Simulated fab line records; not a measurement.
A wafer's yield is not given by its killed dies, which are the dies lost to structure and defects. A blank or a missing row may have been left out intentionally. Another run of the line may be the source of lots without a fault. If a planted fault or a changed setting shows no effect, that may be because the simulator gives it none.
Matching of chambers :: flow nand_harc :: NHARC_A_BLC_CMP_25 on cmp-01: 4 sister chambers
The step polishes, t overpolish 30 s, target thk 150 nm. 8 wafers are shown with their chamber, then 10 later ones without.

== WAFERS WITH THEIR CHAMBER ==
wafer: L077.5
chamber: 0
motor_current_A (A): 11.1
time_to_endpoint_s (s): 29

wafer: L084.1
chamber: 0
motor_current_A (A): 11.0
time_to_endpoint_s (s): 26

wafer: L085.6
chamber: 2
motor_current_A (A): 11.7
time_to_endpoint_s (s): 23

wafer: L088.1
chamber: 3
motor_current_A (A): 11.5
time_to_endpoint_s (s): 35

wafer: L088.3
chamber: 1
motor_current_A (A): 12.7
time_to_endpoint_s (s): 26

wafer: L088.6
chamber: 3
motor_current_A (A): 11.5
time_to_endpoint_s (s): 34

wafer: L087.1
chamber: 2
motor_current_A (A): 12.1
time_to_endpoint_s (s): 28

wafer: L087.5
chamber: 1
motor_current_A (A): 11.8
time_to_endpoint_s (s): 26

== WAFERS WITHOUT THEIR CHAMBER ==
wafer: L087.6
motor_current_A (A): 12.4
time_to_endpoint_s (s): 26

wafer: L090.2
motor_current_A (A): 11.4
time_to_endpoint_s (s): 31

wafer: L090.3
motor_current_A (A): 11.2
time_to_endpoint_s (s): 36

wafer: L090.4
motor_current_A (A): 12.7
time_to_endpoint_s (s): 27

wafer: L093.2
motor_current_A (A): 11.6
time_to_endpoint_s (s): 36

wafer: L093.4
motor_current_A (A): 10.8
time_to_endpoint_s (s): 31

wafer: L093.5
motor_current_A (A): 12.0
time_to_endpoint_s (s): 34

wafer: L096.1
motor_current_A (A): 12.0
time_to_endpoint_s (s): 25

wafer: L096.2
motor_current_A (A): 11.0
time_to_endpoint_s (s): 32

wafer: L096.5
motor_current_A (A): 12.7
time_to_endpoint_s (s): 25

== WHICH CHAMBER EACH ONE RAN IN ==
wafer: L087.6
from the rows above: can't be placed: 1 or 2
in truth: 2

wafer: L090.2
from the rows above: can't be placed: 3 or 0 or 2 or 1
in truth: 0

wafer: L090.3
from the rows above: 3
in truth: 3

wafer: L090.4
from the rows above: can't be placed: 1 or 2
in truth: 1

wafer: L093.2
from the rows above: 3
in truth: 3

wafer: L093.4
from the rows above: can't be placed: 0 or 3
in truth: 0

wafer: L093.5
from the rows above: 3
in truth: 3

wafer: L096.1
from the rows above: can't be placed: 2 or 1
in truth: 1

wafer: L096.2
from the rows above: can't be placed: 3 or 0
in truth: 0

wafer: L096.5
from the rows above: can't be placed: 1 or 2
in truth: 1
Placed correctly: 3 of 10. These rows do not allow placing 7 (true chamber among the candidates in 7). Wrongly placed: 0.
How it was worked out, from the rows above alone: a wafer's distance from a chamber is the root of the sum, over the readings, of the square of ((its reading less the chamber's mean) divided by the reading's scatter). The wafer belongs to the nearest chamber; if the next one is less than 2 further off, it can't be placed. Each chamber's mean is taken over the wafers shown for it. The scatter is the square root of a quotient: the sum, over the shown wafers, of each reading's squared deviation from its chamber's mean, divided by wafers minus chambers.
